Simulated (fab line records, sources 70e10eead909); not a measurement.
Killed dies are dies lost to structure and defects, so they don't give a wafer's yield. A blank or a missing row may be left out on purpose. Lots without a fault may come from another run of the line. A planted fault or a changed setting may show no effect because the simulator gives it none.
fab line records | flow nand_harc
record lots=11 wafers=33 last_day=25
route steps=1159 shown P_M0@272 P_M1@299
lots that met no fault: from a run of the same line without faults
start_h: hours from the record's first day to the start of the lot's first wafer shown | wait_h: hours since the lot's step before | " the same as in the row above | L1.1+2: a row that stands for several wafers | - no value, or no start given | * or withheld: withheld | < > ~ a bound
route shown NAME@n: a module of which the file shows steps, and the number in the route of the first | usual: mean/standard deviation of fault-free wafers | same: alike in all rows | chamber/n: place in a boat | sites: the reading at each site | _std_site: their standard deviation | _edge_site: outer sites' mean less inner sites' | radius_mm: how far each site lies from the wafer's centre | mask NAME#n: copy n | behind: the tool/chamber that last shaped the wafer | hold: why the lot was held/for how many hours/how that ended | device: the transistor (n, p or np) that didn't switch | end of line: the same wafers' tests at the end of the route | a step without rows: its recipe alone | killed: dies lost to structure and defects at the first sort, not the wafer's yield | map: a wafer's dies, x killed, . not, _ none there
set.NAME: the setting as run; set.NAME@STEP: as run at that earlier step | model.NAME: the simulator's own value behind a step, which no gauge read
steps of the route over a sample of lots; a table a step, a row a wafer
services: from which hour (start_h, from the record's first day; less than 0 if before it) a tool's chamber was out of use, for how many hours, and why
## steps
# step NHARC_P_M0_DEGAS_28
# recipe temp_c=250 time_s=60
# usual heater_power_w=325/32
# columns lot.wafer tool chamber start_h wait_h heater_power_w
L942.2 pvd_sputter-03 - 127.70 - 298
L942.3 " - " " 358
L942.1 " - " " 289
L943.3 pvd_sputter-03 - 128.38 - 306
L943.4 " - " " 358
L943.2 " - " " 293
L944.2 pvd_sputter-03 - 134.55 - 367
L944.5 " - " " 304
L944.6 " - " " 361
L945.3 pvd_sputter-02 - 135.94 - 355
L945.1 " - " " 342
L945.4 " - " " 286
L952.4 pvd_sputter-03 - 174.06 - 276
L952.6 " - " " 281
L952.5 " - " " 290
L958.4 pvd_sputter-02 - 213.17 - 340
L958.1 " - " " 295
L958.6 " - " " 341
L959.2 pvd_sputter-03 - 220.48 - 285
L959.3 " - " " 293
L959.1 " - " " 291
L961.3 pvd_sputter-03 - 232.16 - 356
L961.1 " - " " 279
L961.6 " - " " 285
L963.4 pvd_sputter-01 - 238.01 - 371
L963.3 " - " " 323
L963.5 " - " " 380
L964.2 pvd_sputter-03 - 243.21 - 301
L964.1 " - " " 285
L964.6 " - " " 299
L965.4 pvd_sputter-03 - 254.14 - 292
L965.3 " - " " 302
L965.6 " - " " 297
# step NHARC_P_M0_PVD_21
# recipe target_thk_a=300 chamber_pressure_pa=5 power_w=5000 substrate_temp_c=30 time_s=20.49 material=Cu
# usual throttle_valve_pct=29.7/0.96
# columns lot.wafer tool chamber start_h wait_h throttle_valve_pct
L942.3 pvd_sputter-03 - - - 30.1
L942.1 " - " " 29.0
L942.2 " - " " 29.2
L943.4 pvd_sputter-03 - - - 29.2
L943.3 " - " " 29.1
L943.2 " - " " 31.0
L944.2 pvd_sputter-03 - - - 29.3
L944.5 " - " " 30.2
L944.6 " - " " 29.1
L945.3 pvd_sputter-02 - - - 28.9
L945.1 " - " " 29.1
L945.4 " - " " 28.2
L952.4 pvd_sputter-03 - - - 31.2
L952.5 " - " " 31.2
L952.6 " - " " 30.1
L958.1 pvd_sputter-02 - - - 29.0
L958.4 " - " " 30.9
L958.6 " - " " 28.7
L959.1 pvd_sputter-03 - - - 30.0
L959.3 " - " " 28.8
L959.2 " - " " 29.0
L961.1 pvd_sputter-03 - - - 30.8
L961.3 " - " " 30.3
L961.6 " - " " 29.2
L963.4 pvd_sputter-01 - - - 30.1
L963.3 " - " " 31.5
L963.5 " - " " 30.4
L964.1 pvd_sputter-03 - - - 30.8
L964.2 " - " " 28.9
L964.6 " - " " 30.9
L965.4 pvd_sputter-03 - - - 30.0
L965.3 " - " " 29.0
L965.6 " - " " 30.0
# step NHARC_P_M1_ETCH_35
# recipe target_depth_a=400 overetch_a=120 time_s=43.94 ion_energy_ev=200 n2_flow_sccm=150 h2_flow_sccm=150 ar_flow_sccm=0 rf_w=400 bias_w=150 chemistry=N2/H2
# usual drypump_motor_current_A=5.8/0.38 mfc_ar_sccm=0.009/0.012 oes_product_au=1.002/0.013 rf_vpp_V=431.5/2.7 showerhead_plenum_p_Torr=2.07/0.092 throttle_valve_pct=14.172/0.0089
# columns lot.wafer tool chamber start_h wait_h drypump_motor_current_A mfc_ar_sccm oes_product_au rf_hours_counter_h rf_vpp_V showerhead_plenum_p_Torr throttle_valve_pct
L942.2 rie_diel-11 3 130.91 0.1 5.3 0.038 0.996 7 434.8 2.18 14.174
L942.3 " 1 " " 5.7 0 0.987 6 431.5 2.06 14.155
L942.1 " 2 " " 5.8 0 0.975 7 429.3 1.98 14.178
L943.3 rie_diel-12 0 131.59 0.1 5.5 0.001 0.994 8 436.3 2.21 14.187
L943.2 " 1 " " 6.2 0.013 1.009 7 427.0 1.92 14.179
L943.4 " 3 " " 5.6 0.001 1.023 7 434.0 2.13 14.173
L944.2 rie_diel-11 1 137.78 0.1 5.7 0 1.004 7 431.3 2.06 14.183
L944.6 " 0 " " 6.3 0 0.995 - 431.4 2.06 14.151
L944.5 " 1 " " 5.7 0 0.991 - 430.2 2.06 14.173
L945.1 rie_diel-11 1 139.19 0.1 5.7 0 0.990 7 431.4 2.06 14.189
L945.3 " 2 " " 5.8 0 0.992 8 429.2 1.98 14.164
L945.4 " 1 " " 5.7 0 0.997 - 430.5 2.06 14.178
L952.4 rie_diel-11 0 177.34 0.1 6.3 0 0.844 9 431.9 2.06 14.164
L952.5 " 3 " " 5.3 0.038 0.996 - 434.3 2.18 14.166
L952.6 " 0 " " 6.3 0 0.835 - 431.4 2.06 14.160
L958.4 rie_diel-12 0 216.26 0.1 5.5 0.001 0.985 0 435.1 2.21 14.170
L958.1 " 2 " " 6.1 0.019 1.011 0 430.8 2.04 14.177
L958.6 " 0 " " 5.6 0.001 0.986 - 435.3 2.21 14.172
L959.3 rie_diel-12 3 223.70 0.1 5.6 0.001 1.006 0 432.2 2.13 14.176
L959.1 " 1 " " 6.2 0.013 1.013 0 426.3 1.92 14.169
L959.2 " 2 " " 6.2 0.019 1.012 0 429.8 2.04 14.161
L961.3 rie_diel-10 3 235.38 0.1 5.7 0.018 0.986 1 434.0 2.13 14.177
L961.1 " 0 " " 6.2 0 0.994 1 434.8 2.18 14.154
L961.6 " 1 " " 5.0 0.017 0.988 - 427.8 1.94 14.180
L963.3 rie_diel-12 1 241.26 0.1 6.2 0.013 0.995 2 427.3 1.92 14.171
L963.4 " 3 " " 5.6 0.001 1.009 2 432.8 2.13 14.168
L963.5 " 1 " " 6.2 0.013 0.999 - 426.5 1.92 14.171
L964.1 rie_diel-11 1 246.34 0.1 5.7 0 1.022 3 430.6 2.06 14.170
L964.2 " 0 " " 6.4 0 1.026 3 431.2 2.06 14.175
L964.6 " 2 " " 5.8 0 1.015 - 428.6 1.98 14.186
L965.4 rie_diel-12 3 257.50 0.1 5.6 0.001 1.008 4 431.7 2.13 14.176
L965.3 " 2 " " 6.1 0.019 1.007 3 429.7 2.04 14.188
L965.6 " 3 " " 5.6 0.001 1.010 - 432.9 2.13 14.170
# step NHARC_P_M1_STRIP_18
# recipe power_w=1000 n2_flow_sccm=150 h2_flow_sccm=150 ar_flow_sccm=0 bias_w=0 chemistry=N2/H2
# usual drypump_motor_current_A=5.9/0.43 mfc_ar_sccm=0.008/0.011 oes_product_au=1.002/0.013 rf_vpp_V=90.9/0.99 showerhead_plenum_p_Torr=2.08/0.086 throttle_valve_pct=14.170/0.0095
# columns lot.wafer tool chamber start_h wait_h drypump_motor_current_A mfc_ar_sccm oes_product_au rf_hours_counter_h rf_vpp_V showerhead_plenum_p_Torr throttle_valve_pct
L942.3 rie_diel-10 0 131.20 0.1 6.2 0 0.993 3 92.3 2.18 14.165
L942.2 " 2 " " 6.5 0 0.978 3 91.4 2.05 14.179
L942.1 " 3 " " 5.6 0.018 1.014 3 89.5 2.13 14.157
L943.2 rie_diel-10 0 131.89 0.1 6.2 0 1.005 3 92.4 2.18 14.162
L943.3 " 3 " " 5.7 0.018 1.014 3 90.4 2.13 14.170
L943.4 " 3 " " 5.7 0.018 1.016 - 91.4 2.13 14.181
L944.2 rie_diel-10 1 138.07 0.1 5.0 0.017 0.980 3 90.5 1.95 14.193
L944.5 " 1 " " 5.0 0.017 0.994 - 90.8 1.95 14.162
L944.6 " 2 " " 6.4 0 0.982 - 91.3 2.05 14.167
L945.3 rie_diel-10 3 139.50 0.1 5.7 0.018 1.018 3 89.8 2.13 14.170
L945.1 " 2 " " 6.5 0 0.991 3 92.5 2.05 14.183
L945.4 " 2 " " 6.4 0 0.994 - 92.3 2.05 14.158
L952.4 rie_diel-12 2 177.71 0.1 6.2 0.019 1.007 10 89.6 2.04 14.164
L952.6 " 3 " " 5.6 0.001 1.032 - 91.8 2.13 14.177
L952.5 " 0 " " 5.5 0.001 1.012 - 92.3 2.21 14.169
L958.1 rie_diel-10 2 216.55 0.1 6.5 0 0.989 1 92.0 2.05 14.177
L958.6 " 3 " " 5.7 0.018 0.995 - 92.0 2.13 14.174
L958.4 " 0 " " 6.2 0 1.005 - 92.0 2.18 14.177
L959.1 rie_diel-10 0 224.00 0.1 6.1 0 1.003 1 90.3 2.18 14.163
L959.3 " 1 " " 5.0 0.017 0.988 1 90.0 1.95 14.178
L959.2 " 2 " " 6.5 0 0.981 1 90.4 2.05 14.173
L961.1 rie_diel-11 1 235.67 0.1 5.7 0 1.007 2 92.3 2.06 14.171
L961.3 " 0 " " 6.4 0 1.024 3 91.4 2.06 14.177
L961.6 " 1 " " 5.7 0 1.005 - 89.7 2.06 14.177
L963.3 rie_diel-11 3 241.58 0.1 5.3 0.038 1.017 3 90.8 2.18 14.160
L963.4 " 0 " " 6.3 0 1.025 3 90.3 2.06 14.186
L963.5 " 2 " " 5.8 0 1.000 - 89.8 1.98 14.168
L964.1 rie_diel-12 0 246.67 0.1 5.6 0.001 0.993 2 92.7 2.21 14.169
L964.2 " 1 " " 6.2 0.013 1.000 2 89.1 1.92 14.176
L964.6 " 3 " " 5.6 0.001 1.008 - 92.0 2.13 14.174
L965.3 rie_diel-11 0 257.82 0.1 6.3 0 1.022 5 91.0 2.06 14.160
L965.4 " 2 " " 5.8 0 0.988 4 90.7 1.98 14.173
L965.6 " 0 " " 6.3 0 1.009 - 89.8 2.06 14.165
## services
# columns tool chamber start_h hours kind
pvd_sputter-02 - 116.12 9.9 repair
rie_diel-10 3 117.74 11.5 repair
rie_diel-11 0 119.50 - clean
rie_diel-11 1 119.50 - clean
rie_diel-11 2 119.50 - clean
rie_diel-11 3 119.50 - clean
pvd_sputter-01 - 119.64 9.8 repair
rie_diel-12 0 123.20 4.1 repair
rie_diel-10 1 129.85 4.0 repair
rie_diel-11 - 131.61 0.7 repair
rie_diel-12 1 132.49 7.5 repair
rie_diel-11 3 138.76 12.0 repair
rie_diel-10 0 138.91 2.2 repair
rie_diel-11 0 144.00 - clean
rie_diel-11 1 144.00 - clean
pvd_sputter-03 - 156.51 1.5 repair
pvd_sputter-01 - 158.00 10.0 pm
rie_diel-12 0 163.84 3.2 repair
rie_diel-10 - 176.50 9.0 pm
rie_diel-11 - 189.50 9.0 pm
rie_diel-12 - 202.44 9.0 pm
rie_diel-10 1 214.81 3.1 repair
pvd_sputter-02 - 223.47 10.0 pm
pvd_sputter-02 - 245.36 13.1 repair
## key
first_sign step=NHARC_P_M1_ETCH_35 reading=oes_product_au direction=down sigmas=13 usual=1.002 struck=0.839
effect none on later readings
met_at NHARC_P_M1_ETCH_35
struck_lots L952
struck_wafers L952.4,L952.6
not_acting_at NHARC_P_M0_DEGAS_28,NHARC_P_M0_PVD_21,NHARC_P_M1_STRIP_18
onset_between 137.78 177.34
fault kind=process_parameter_drift tool=rie_diel-11 chamber=0 onset_h=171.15 steps=NHARC_P_M1_ETCH_35 channel=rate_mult offset=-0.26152 shape=step end_h=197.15
